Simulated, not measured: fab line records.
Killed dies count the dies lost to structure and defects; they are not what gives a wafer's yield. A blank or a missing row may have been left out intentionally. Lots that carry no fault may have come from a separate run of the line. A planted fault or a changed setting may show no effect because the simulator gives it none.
fab line records	flow nand-harc
record lots=24	wafers=72	last-day=24
route steps=1159 shown A_M1@1056 A_BONDPAD@1077 HYBRID_BOND@1100 THIN_TSV@1103
lots that met no fault: taken from a fault-free run of the same line
start-h: start of the lot's first displayed wafer, in hours after the record's first day	wait-h: hours from the lot's prior step to this one	" same as the row above	L1.1+2: one row covering several wafers at once	- either no value or no given start	* or withheld: withheld	< > ~ a bound
route shown NAME@n: names a module that has steps shown in the file, with the first one's number in the route	usual: mean/standard deviation taken from wafers without a fault	same: alike in all rows	chamber/n: place in a boat	sites: each site's reading	_std_site: standard deviation of those values	_edge_site: the outer-site mean with the inner-site mean subtracted	radius-mm: for every site, how far away it sits from the centre of the wafer	mask NAME#n: copy n	behind: the last tool/chamber to shape the wafer	hold: the reason the lot was held/the length of the hold in hours/how it ended	device: names the non-switching transistor (n, p or np)	end of line: tests run on the same wafers once the route is complete	a step given without rows: its recipe and nothing more	killed: count of dies lost to structure and defects at first sort (not the wafer's yield)	map: per-die view of a wafer (x killed, . not killed, _ where there is no die)
set.NAME: the run value of the setting; set.NAME@STEP: its run value at that earlier step	model.NAME: the simulator's own value behind a step, which no gauge read
route steps across a sampled set of lots; one table per step, one row per wafer
services: the hour from which a tool's chamber was out of use, counted from the record's first day as start-h (under 0 if before that day), plus the number of hours and why
## steps
# step NHARC_A_M1_INSPECT_27
# usual raw-defect-count=449/120
lot.wafer	tool	chamber	start-h	wait-h	raw-defect-count
L076.1	defect-inspect-01	-	412.97	0.0	741
L076.2	"	-	"	"	500
L076.6	"	-	"	"	738
L074.1	defect-inspect-02	-	415.17	0.0	354
L074.3	"	-	"	"	312
L074.4	"	-	"	"	547
L075.3	defect-inspect-01	-	416.48	0.0	505
L075.4	"	-	"	"	423
L075.5	"	-	"	"	370
L077.1	defect-inspect-02	-	419.79	0.0	395
L077.2	"	-	"	"	234
L077.4	"	-	"	"	395
L078.1	defect-inspect-02	-	420.28	0.0	378
L078.3	"	-	"	"	327
L078.6	"	-	"	"	310
L080.1	defect-inspect-01	-	433.44	0.0	598
L080.4	"	-	"	"	548
L080.5	"	-	"	"	727
L079.1	defect-inspect-02	-	436.72	0.0	549
L079.3	"	-	"	"	587
L079.5	"	-	"	"	404
L081.2	defect-inspect-01	-	437.30	0.0	430
L081.3	"	-	"	"	578
L081.4	"	-	"	"	519
L082.1	defect-inspect-01	-	457.29	0.0	383
L082.2	"	-	"	"	345
L082.4	"	-	"	"	491
L083.1	defect-inspect-01	-	457.68	0.0	507
L083.2	"	-	"	"	494
L083.5	"	-	"	"	542
L084.3	defect-inspect-02	-	459.65	0.0	358
L084.4	"	-	"	"	321
L084.5	"	-	"	"	570
L087.2	defect-inspect-01	-	470.66	0.0	501
L087.3	"	-	"	"	453
L087.5	"	-	"	"	426
L088.2	defect-inspect-01	-	483.64	0.0	683
L088.3	"	-	"	"	592
L088.4	"	-	"	"	450
L086.1	defect-inspect-02	-	485.93	0.0	306
L086.3	"	-	"	"	335
L086.5	"	-	"	"	320
L089.4	defect-inspect-02	-	487.73	0.0	397
L089.5	"	-	"	"	361
L089.6	"	-	"	"	613
L085.3	defect-inspect-02	-	488.79	0.0	317
L085.4	"	-	"	"	324
L085.5	"	-	"	"	310
L092.2	defect-inspect-01	-	501.71	0.0	333
L092.3	"	-	"	"	636
L092.6	"	-	"	"	494
L091.1	defect-inspect-01	-	510.32	0.0	405
L091.2	"	-	"	"	730
L091.6	"	-	"	"	511
L090.2	defect-inspect-02	-	518.26	0.0	645
L090.4	"	-	"	"	394
L090.6	"	-	"	"	323
L093.1	defect-inspect-01	-	519.12	0.0	435
L093.3	"	-	"	"	568
L093.5	"	-	"	"	567
L097.1	defect-inspect-02	-	531.29	0.0	393
L097.2	"	-	"	"	387
L097.5	"	-	"	"	450
L095.1	defect-inspect-02	-	531.62	0.0	401
L095.4	"	-	"	"	365
L095.6	"	-	"	"	380
L096.3	defect-inspect-02	-	543.97	0.0	362
L096.4	"	-	"	"	541
L096.5	"	-	"	"	385
L094.2	defect-inspect-01	-	547.29	0.0	388
L094.4	"	-	"	"	669
L094.6	"	-	"	"	493
# step NHARC_A_BONDPAD_ETCH_12
# recipe target-depth-a=2200	time-s=110	chf3-flow-sccm=50	o2-flow-sccm=10	ar-flow-sccm=200	rf-w=500	bias-w=200	chemistry=CHF3/O2
# usual chf3-flow-sccm=49.99/0.15	drypump-motor-current-A=5.5/0.42	oes-product-au=0.957/0.026	rf-fwd-power-W=497.2/1.7	rf-vpp-V=370.2/2.3	showerhead-plenum-p-Torr=2.38/0.096	throttle-valve-pct=20.572/0.0094
lot.wafer	tool	chamber	start-h	wait-h	chf3-flow-sccm	drypump-motor-current-A	oes-product-au	rf-fwd-power-W	rf-hours-counter-h	rf-vpp-V	showerhead-plenum-p-Torr	throttle-valve-pct
L076.2	rie-diel-03	3	-	-	49.86	5.6	0.982	497.9	0	371.7	2.47	20.576
L076.1	"	0	"	"	49.95	4.9	0.979	494.1	1	369.4	2.34	20.586
L076.6	"	0	"	"	50.10	4.9	0.975	496.2	-	367.6	2.34	20.563
L074.3	rie-diel-03	2	-	-	50.21	5.6	0.981	496.3	1	368.2	2.28	20.560
L074.4	"	3	"	"	49.80	5.6	0.993	497.6	1	371.9	2.47	20.566
L074.1	"	0	"	"	49.95	4.9	0.977	496.7	1	368.9	2.34	20.576
L075.3	rie-diel-03	3	-	-	50.20	5.6	0.977	500.7	1	372.8	2.47	20.568
L075.4	"	1	"	"	50.23	5.7	0.994	500.0	1	372.7	2.49	20.567
L075.5	"	2	"	"	49.99	5.6	0.963	497.0	-	366.9	2.28	20.570
L077.1	rie-diel-05	3	-	-	49.82	5.7	0.907	495.2	17	372.1	2.49	20.561
L077.2	"	0	"	"	50.09	5.9	0.928	498.5	17	368.9	2.25	20.561
L077.4	"	1	"	"	50.05	5.2	0.916	498.9	16	367.6	2.26	20.566
L078.1	rie-diel-05	2	-	-	49.89	6.7	0.921	496.3	16	368.5	2.28	20.564
L078.3	"	0	"	"	49.81	5.9	0.920	495.7	18	366.1	2.25	20.585
L078.6	"	2	"	"	49.95	6.6	0.924	495.7	-	367.3	2.28	20.570
L080.1	rie-diel-03	0	-	-	49.99	4.9	0.978	495.9	2	369.1	2.34	20.568
L080.4	"	2	"	"	49.99	5.6	0.954	491.5	1	369.4	2.28	20.570
L080.5	"	3	"	"	49.99	5.6	0.960	499.2	-	373.8	2.47	20.570
L079.3	rie-diel-03	2	-	-	49.93	5.6	0.948	498.4	1	368.3	2.28	20.580
L079.1	"	1	"	"	49.89	5.8	0.966	496.8	2	371.5	2.49	20.563
L079.5	"	3	"	"	49.87	5.6	0.981	499.4	-	370.8	2.47	20.570
L081.4	rie-diel-03	0	-	-	49.92	4.9	0.978	495.6	2	368.8	2.34	20.569
L081.3	"	1	"	"	49.81	5.8	0.989	496.8	2	371.7	2.49	20.570
L081.2	"	3	"	"	49.99	5.6	0.969	497.7	2	372.9	2.47	20.567
L082.2	rie-diel-03	3	-	-	50.18	5.6	0.982	498.5	2	373.0	2.47	20.560
L082.1	"	1	"	"	49.72	5.7	0.964	495.8	2	373.0	2.49	20.562
L082.4	"	2	"	"	49.86	5.5	0.955	498.0	2	367.3	2.28	20.585
L083.2	rie-diel-05	2	-	-	49.74	6.7	0.921	498.7	24	369.9	2.28	20.560
L083.1	"	1	"	"	50.02	5.2	0.915	499.9	24	367.9	2.25	20.577
L083.5	"	3	"	"	49.92	5.7	0.916	496.3	-	373.5	2.49	20.556
L084.4	rie-diel-03	3	-	-	50.04	5.6	0.960	498.0	3	373.0	2.47	20.575
L084.3	"	1	"	"	50.22	5.7	0.988	497.6	3	372.4	2.49	20.566
L084.5	"	3	"	"	50.25	5.6	0.969	499.1	-	372.8	2.47	20.568
L087.3	rie-diel-05	0	-	-	50.14	5.8	0.932	497.7	28	366.1	2.24	20.573
L087.2	"	1	"	"	50.08	5.2	0.922	499.0	26	367.0	2.25	20.572
L087.5	"	0	"	"	50.12	5.8	0.929	499.8	-	367.4	2.24	20.568
L088.3	rie-diel-03	0	-	-	50.11	4.9	0.984	497.5	3	368.9	2.34	20.562
L088.4	"	1	"	"	50.31	5.8	0.966	498.7	3	373.3	2.49	20.580
L088.2	"	2	"	"	49.91	5.6	0.947	495.0	3	367.8	2.28	20.561
L086.1	rie-diel-03	1	-	-	49.98	5.8	0.980	499.0	3	372.0	2.49	20.566
L086.3	"	2	"	"	49.84	5.6	0.951	498.0	3	367.4	2.28	20.596
L086.5	"	0	"	"	49.76	4.9	0.997	496.3	-	368.4	2.34	20.569
L089.4	rie-diel-03	3	-	-	49.79	5.6	0.923	500.2	3	372.9	2.47	20.567
L089.6	"	0	"	"	49.79	4.9	0.933	494.7	-	369.8	2.34	20.576
L089.5	"	1	"	"	49.96	5.7	0.932	497.0	-	372.9	2.49	20.565
L085.3	rie-diel-03	1	-	-	50.08	5.8	0.995	499.9	4	371.9	2.49	20.581
L085.4	"	0	"	"	50.13	4.9	0.979	496.6	4	368.6	2.34	20.576
L085.5	"	2	"	"	50.05	5.6	0.966	495.8	-	365.7	2.28	20.583
L092.2	rie-diel-03	0	-	-	50.01	4.9	0.967	496.3	4	369.8	2.34	20.579
L092.3	"	1	"	"	50.32	5.8	0.960	497.6	4	372.4	2.49	20.560
L092.6	"	3	"	"	49.80	5.7	0.952	497.8	-	372.1	2.47	20.589
L091.1	rie-diel-02	2	-	-	49.99	5.4	0.974	495.9	1	371.9	2.48	20.583
L091.2	"	0	"	"	50.06	6.4	0.983	494.7	1	373.6	2.60	20.582
L091.6	"	2	"	"	50.09	5.4	0.973	497.9	-	372.6	2.48	20.567
L090.2	rie-diel-03	3	-	-	49.72	5.6	0.930	499.4	4	373.3	2.47	20.579
L090.4	"	2	"	"	49.82	5.5	0.913	495.9	4	367.7	2.28	20.587
L090.6	"	0	"	"	50.14	4.9	0.933	498.2	-	368.1	2.34	20.579
L093.1	rie-diel-03	1	-	-	50.13	5.8	0.973	496.5	5	371.8	2.49	20.581
L093.3	"	2	"	"	49.93	5.6	0.973	499.4	4	367.8	2.28	20.559
L093.5	"	0	"	"	49.93	4.9	0.976	496.3	-	369.4	2.34	20.550
L097.1	rie-diel-03	1	-	-	50.29	5.7	0.931	498.2	5	372.3	2.49	20.578
L097.2	"	2	"	"	50.06	5.5	0.915	497.4	5	368.7	2.28	20.580
L097.5	"	3	"	"	49.97	5.6	0.937	497.0	-	371.7	2.47	20.575
L095.1	rie-diel-03	2	-	-	49.65	5.6	0.952	495.4	5	368.9	2.28	20.574
L095.4	"	3	"	"	49.85	5.6	0.967	500.3	5	371.8	2.47	20.566
L095.6	"	1	"	"	50.01	5.7	0.983	499.7	-	372.6	2.49	20.564
L096.4	rie-diel-05	3	-	-	49.81	5.7	0.960	493.9	4	371.5	2.48	20.563
L096.3	"	0	"	"	49.80	5.9	0.984	498.1	0	366.4	2.24	20.579
L096.5	"	3	"	"	49.75	5.7	0.949	497.0	-	371.3	2.48	20.572
L094.2	rie-diel-03	1	-	-	50.06	5.7	0.919	497.0	6	373.0	2.49	20.569
L094.4	"	2	"	"	49.99	5.5	0.912	493.3	5	367.3	2.28	20.576
L094.6	"	0	"	"	50.29	4.9	0.939	496.8	-	370.1	2.34	20.565
# step NHARC_A_BONDPAD_PRE_CLEAN_26
# recipe time-s=30	temp-c=280	gas=H2/He
# usual heater-power-w=382/32
lot.wafer	tool	chamber	start-h	wait-h	heater-power-w
L076.1	pvd-sputter-02	-	-	-	389
L076.2	"	-	"	"	341
L076.6	"	-	"	"	417
L074.4	pvd-sputter-02	-	-	-	386
L074.3	"	-	"	"	330
L074.1	"	-	"	"	348
L075.4	pvd-sputter-02	-	-	-	386
L075.3	"	-	"	"	422
L075.5	"	-	"	"	380
L077.2	pvd-sputter-01	-	-	-	385
L077.4	"	-	"	"	409
L077.1	"	-	"	"	439
L078.1	pvd-sputter-02	-	-	-	408
L078.3	"	-	"	"	355
L078.6	"	-	"	"	384
L080.1	pvd-sputter-01	-	-	-	444
L080.4	"	-	"	"	404
L080.5	"	-	"	"	417
L079.3	pvd-sputter-01	-	-	-	442
L079.1	"	-	"	"	397
L079.5	"	-	"	"	402
L081.3	pvd-sputter-02	-	-	-	344
L081.4	"	-	"	"	350
L081.2	"	-	"	"	378
L082.1	pvd-sputter-01	-	-	-	400
L082.2	"	-	"	"	450
L082.4	"	-	"	"	403
L083.2	pvd-sputter-02	-	-	-	422
L083.1	"	-	"	"	345
L083.5	"	-	"	"	408
L084.4	pvd-sputter-02	-	-	-	417
L084.3	"	-	"	"	375
L084.5	"	-	"	"	336
L087.2	pvd-sputter-03	-	-	-	387
L087.3	"	-	"	"	401
L087.5	"	-	"	"	355
L088.4	pvd-sputter-03	-	-	-	336
L088.3	"	-	"	"	362
L088.2	"	-	"	"	389
L086.3	pvd-sputter-01	-	-	-	429
L086.1	"	-	"	"	408
L086.5	"	-	"	"	390
L089.4	pvd-sputter-03	-	-	-	331
L089.5	"	-	"	"	413
L089.6	"	-	"	"	339
L085.3	pvd-sputter-01	-	-	-	382
L085.4	"	-	"	"	402
L085.5	"	-	"	"	403
L092.3	pvd-sputter-03	-	-	-	410
L092.2	"	-	"	"	390
L092.6	"	-	"	"	340
L091.2	pvd-sputter-02	-	-	-	352
L091.1	"	-	"	"	372
L091.6	"	-	"	"	341
L090.4	pvd-sputter-03	-	-	-	401
L090.2	"	-	"	"	363
L090.6	"	-	"	"	332
L093.1	pvd-sputter-03	-	-	-	338
L093.3	"	-	"	"	352
L093.5	"	-	"	"	332
L097.2	pvd-sputter-03	-	-	-	339
L097.1	"	-	"	"	390
L097.5	"	-	"	"	409
L095.1	pvd-sputter-02	-	-	-	336
L095.4	"	-	"	"	373
L095.6	"	-	"	"	353
L096.4	pvd-sputter-01	-	-	-	439
L096.3	"	-	"	"	397
L096.5	"	-	"	"	434
L094.4	pvd-sputter-03	-	-	-	358
L094.2	"	-	"	"	319
L094.6	"	-	"	"	367
# step NHARC_HYBRID_BOND_INSPECT_06
# recipe inspect-instrument=ir-void
# usual raw-defect-count=33/16
lot.wafer	tool	chamber	start-h	wait-h	raw-defect-count
L076.1	defect-inspect-02	-	428.78	0.0	21
L076.2	"	-	"	"	29
L076.6	"	-	"	"	25
L074.1	defect-inspect-02	-	428.80	0.1	29
L074.3	"	-	"	"	36
L074.4	"	-	"	"	46
L075.3	defect-inspect-02	-	428.83	0.1	37
L075.4	"	-	"	"	29
L075.5	"	-	"	"	29
L077.1	defect-inspect-02	-	434.74	0.0	8
L077.2	"	-	"	"	12
L077.4	"	-	"	"	15
L078.1	defect-inspect-01	-	434.74	0.0	48
L078.3	"	-	"	"	50
L078.6	"	-	"	"	50
L080.1	defect-inspect-02	-	448.47	0.0	15
L080.4	"	-	"	"	21
L080.5	"	-	"	"	18
L079.1	defect-inspect-01	-	448.49	0.0	15
L079.3	"	-	"	"	13
L079.5	"	-	"	"	10
L081.2	defect-inspect-02	-	455.77	0.1	46
L081.3	"	-	"	"	38
L081.4	"	-	"	"	43
L082.1	defect-inspect-02	-	471.80	0.0	17
L082.2	"	-	"	"	18
L082.4	"	-	"	"	12
L083.1	defect-inspect-02	-	480.55	0.0	47
L083.2	"	-	"	"	34
L083.5	"	-	"	"	39
L084.3	defect-inspect-01	-	480.56	0.1	43
L084.4	"	-	"	"	36
L084.5	"	-	"	"	28
L087.2	defect-inspect-01	-	487.58	0.1	61
L087.3	"	-	"	"	58
L087.5	"	-	"	"	46
L086.1	defect-inspect-01	-	499.37	0.0	31
L086.3	"	-	"	"	39
L086.5	"	-	"	"	27
L088.2	defect-inspect-02	-	499.37	0.1	31
L088.3	"	-	"	"	36
L088.4	"	-	"	"	35
L089.4	defect-inspect-01	-	499.40	0.1	32
L089.5	"	-	"	"	26
L089.6	"	-	"	"	24
L085.3	defect-inspect-02	-	505.44	0.1	14
L085.4	"	-	"	"	10
L085.5	"	-	"	"	16
L092.2	defect-inspect-01	-	516.93	0.1	40
L092.3	"	-	"	"	53
L092.6	"	-	"	"	59
L091.1	defect-inspect-02	-	530.02	0.0	14
L091.2	"	-	"	"	12
L091.6	"	-	"	"	9
L090.2	defect-inspect-01	-	530.03	0.1	72
L090.4	"	-	"	"	53
L090.6	"	-	"	"	56
L093.1	defect-inspect-02	-	534.89	0.0	39
L093.3	"	-	"	"	29
L093.5	"	-	"	"	27
L097.1	defect-inspect-01	-	546.08	0.0	36
L097.2	"	-	"	"	40
L097.5	"	-	"	"	28
L095.1	defect-inspect-02	-	546.08	0.0	49
L095.4	"	-	"	"	55
L095.6	"	-	"	"	51
L094.2	defect-inspect-02	-	558.33	0.1	59
L094.4	"	-	"	"	75
L094.6	"	-	"	"	51
L096.3	defect-inspect-01	-	558.33	0.1	20
L096.4	"	-	"	"	25
L096.5	"	-	"	"	19
# step NHARC_THIN_TSV_THK_MEAS_02
# recipe thk-meas-gauge=ir
# usual thk-nm=2994/180
lot.wafer	tool	chamber	start-h	wait-h	thk-nm
L076.1	film-metro-01	-	430.42	-	2882
L076.2	"	-	"	"	3118
L076.6	"	-	"	"	2730
L074.1	film-metro-02	-	432.83	-	2762
L074.3	"	-	"	"	3021
L074.4	"	-	"	"	2855
L075.3	film-metro-02	-	435.22	-	3196
L075.4	"	-	"	"	3100
L075.5	"	-	"	"	3401
L077.1	film-metro-01	-	436.42	-	3027
L077.2	"	-	"	"	2895
L077.4	"	-	"	"	3127
L078.1	film-metro-01	-	438.05	-	2648
L078.3	"	-	"	"	2813
L078.6	"	-	"	"	2902
L080.1	film-metro-01	-	450.13	0.2	2894
L080.4	"	-	"	"	2773
L080.5	"	-	"	"	2938
L079.1	film-metro-02	-	451.34	-	2674
L079.3	"	-	"	"	2839
L079.5	"	-	"	"	3011
L081.2	film-metro-02	-	457.39	-	2978
L081.3	"	-	"	"	2901
L081.4	"	-	"	"	2711
L082.1	film-metro-01	-	473.46	0.2	3002
L082.2	"	-	"	"	2861
L082.4	"	-	"	"	2904
L083.1	film-metro-01	-	482.21	-	2776
L083.2	"	-	"	"	2781
L083.5	"	-	"	"	2915
L084.3	film-metro-02	-	483.43	-	3377
L084.4	"	-	"	"	3104
L084.5	"	-	"	"	3029
L087.2	film-metro-01	-	489.22	-	3298
L087.3	"	-	"	"	3214
L087.5	"	-	"	"	3262
L088.2	film-metro-02	-	501.02	0.2	3006
L088.3	"	-	"	"	2866
L088.4	"	-	"	"	2939
L086.1	film-metro-01	-	502.22	0.2	3247
L086.3	"	-	"	"	3051
L086.5	"	-	"	"	2905
L089.4	film-metro-01	-	503.41	-	3176
L089.5	"	-	"	"	2991
L089.6	"	-	"	"	3312
L085.3	film-metro-01	-	507.09	-	2957
L085.4	"	-	"	"	3276
L085.5	"	-	"	"	2935
L092.2	film-metro-01	-	518.57	0.2	3072
L092.3	"	-	"	"	2915
L092.6	"	-	"	"	2892
L090.2	film-metro-01	-	531.66	-	2792
L090.4	"	-	"	"	2962
L090.6	"	-	"	"	2887
L091.1	film-metro-02	-	532.88	-	2907
L091.2	"	-	"	"	2733
L091.6	"	-	"	"	2837
L093.1	film-metro-01	-	536.53	-	2976
L093.3	"	-	"	"	2879
L093.5	"	-	"	"	2980
L097.1	film-metro-01	-	547.74	0.2	3119
L097.2	"	-	"	"	3227
L097.5	"	-	"	"	3178
L095.1	film-metro-01	-	548.94	-	3059
L095.4	"	-	"	"	3290
L095.6	"	-	"	"	3179
L094.2	film-metro-01	-	559.96	-	2786
L094.4	"	-	"	"	2496
L094.6	"	-	"	"	2840
L096.3	film-metro-02	-	561.16	-	3128
L096.4	"	-	"	"	3180
L096.5	"	-	"	"	3060
# step NHARC_THIN_TSV_STRIP_62
# recipe power-w=1500	temp-c=250	time-s=20	chemistry=N2/H2
# usual drypump-motor-current-A=5.7/0.56	heater-power-w=339/30
lot.wafer	tool	chamber	start-h	wait-h	drypump-motor-current-A	heater-power-w	rf-hours-counter-h
L076.2	plasma-asher-01	0	434.15	-	5.6	301	48
L076.1	"	1	"	"	5.3	369	48
L076.6	"	1	"	"	5.4	380	-
L074.1	plasma-asher-01	1	436.73	-	5.3	388	49
L074.3	"	0	"	"	5.5	303	-
L074.4	"	1	"	"	5.4	363	-
L075.3	plasma-asher-01	0	439.06	-	5.5	303	-
L075.4	"	1	"	"	5.3	374	-
L075.5	"	1	"	"	5.3	373	-
L077.2	plasma-asher-01	1	440.12	-	5.3	368	51
L077.1	"	0	"	"	5.5	305	51
L077.4	"	1	"	"	5.3	373	-
L078.1	plasma-asher-01	1	441.88	-	5.3	369	52
L078.3	"	1	"	"	5.3	381	-
L078.6	"	0	"	"	5.5	301	-
L080.1	plasma-asher-02	1	453.79	-	6.7	340	34
L080.4	"	0	"	"	5.3	338	-
L080.5	"	0	"	"	5.3	342	-
L079.1	plasma-asher-02	0	454.89	-	5.3	330	34
L079.3	"	0	"	"	5.4	330	-
L079.5	"	1	"	"	6.7	341	-
L081.2	plasma-asher-02	1	461.07	-	6.7	340	38
L081.4	"	0	"	"	5.3	333	-
L081.3	"	1	"	"	6.7	344	-
L082.2	plasma-asher-01	1	477.00	-	5.3	388	5
L082.1	"	0	"	"	5.5	295	5
L082.4	"	1	"	"	5.3	389	-
L083.2	plasma-asher-02	0	485.84	-	5.3	337	49
L083.1	"	1	"	"	6.7	341	49
L083.5	"	0	"	"	5.3	335	-
L084.3	plasma-asher-02	0	487.16	-	5.3	342	-
L084.4	"	1	"	"	6.7	342	-
L084.5	"	1	"	"	6.7	345	-
L087.2	plasma-asher-02	0	492.94	-	5.3	332	53
L087.3	"	1	"	"	6.7	348	-
L087.5	"	1	"	"	6.7	353	-
L088.2	plasma-asher-01	0	504.86	-	5.5	296	8
L088.3	"	1	"	"	5.4	383	-
L088.4	"	0	"	"	5.5	295	-
L086.1	plasma-asher-01	1	505.92	-	5.4	387	8
L086.3	"	1	"	"	5.3	384	-
L086.5	"	0	"	"	5.5	291	-
L089.4	plasma-asher-02	0	507.27	-	5.3	333	-
L089.5	"	0	"	"	5.3	336	-
L089.6	"	1	"	"	6.7	334	-
L085.3	plasma-asher-02	1	510.86	-	6.7	346	-
L085.4	"	0	"	"	5.3	340	-
L085.5	"	0	"	"	5.3	339	-
L092.2	plasma-asher-02	0	522.35	-	5.4	344	65
L092.3	"	1	"	"	6.7	341	-
L092.6	"	0	"	"	5.4	339	-
L090.2	plasma-asher-02	1	535.41	-	6.7	347	67
L090.4	"	0	"	"	5.3	324	-
L090.6	"	0	"	"	5.3	331	-
L091.2	plasma-asher-02	0	536.40	-	5.3	329	68
L091.1	"	1	"	"	6.7	339	68
L091.6	"	0	"	"	5.3	334	-
L093.1	plasma-asher-01	0	540.05	-	5.5	293	19
L093.3	"	0	"	"	5.5	306	-
L093.5	"	1	"	"	5.3	385	-
L097.2	plasma-asher-01	1	551.27	-	5.3	387	28
L097.1	"	0	"	"	5.5	296	28
L097.5	"	1	"	"	5.3	387	-
L095.1	plasma-asher-01	0	552.64	-	5.5	298	28
L095.4	"	0	"	"	5.5	293	-
L095.6	"	1	"	"	5.4	378	-
L094.2	plasma-asher-02	1	563.65	-	6.7	341	6
L094.4	"	1	"	"	6.7	332	-
L094.6	"	0	"	"	5.3	324	-
L096.3	plasma-asher-01	1	564.99	-	5.3	378	-
L096.4	"	0	"	"	5.5	296	-
L096.5	"	0	"	"	5.5	290	-
## services
tool	chamber	start-h	hours	kind
pvd-sputter-02	-	392.05	10.0	pm
rie-diel-03	-	392.30	9.0	pm
rie-diel-03	0	392.30	9.0	vent-cycle
rie-diel-03	1	392.30	9.0	vent-cycle
rie-diel-03	2	392.30	9.0	vent-cycle
rie-diel-03	3	392.30	9.0	vent-cycle
rie-diel-02	-	392.47	0.8	repair
rie-diel-03	0	401.30	-	clean
rie-diel-03	1	401.30	-	clean
rie-diel-03	2	401.30	-	clean
rie-diel-03	3	401.30	-	clean
rie-diel-03	0	425.80	-	clean
rie-diel-03	-	426.01	1.8	repair
plasma-asher-01	-	447.83	5.3	repair
plasma-asher-01	-	454.03	9.0	pm
pvd-sputter-03	-	458.07	10.0	pm
plasma-asher-01	-	477.53	21.4	repair
plasma-asher-02	-	478.56	0.7	repair
pvd-sputter-02	-	496.49	5.5	repair
rie-diel-02	-	504.89	9.0	pm
rie-diel-05	-	517.60	9.0	pm
rie-diel-02	3	518.70	3.7	repair
pvd-sputter-01	-	523.33	10.0	pm
plasma-asher-02	-	538.22	9.0	pm
## key
fault none
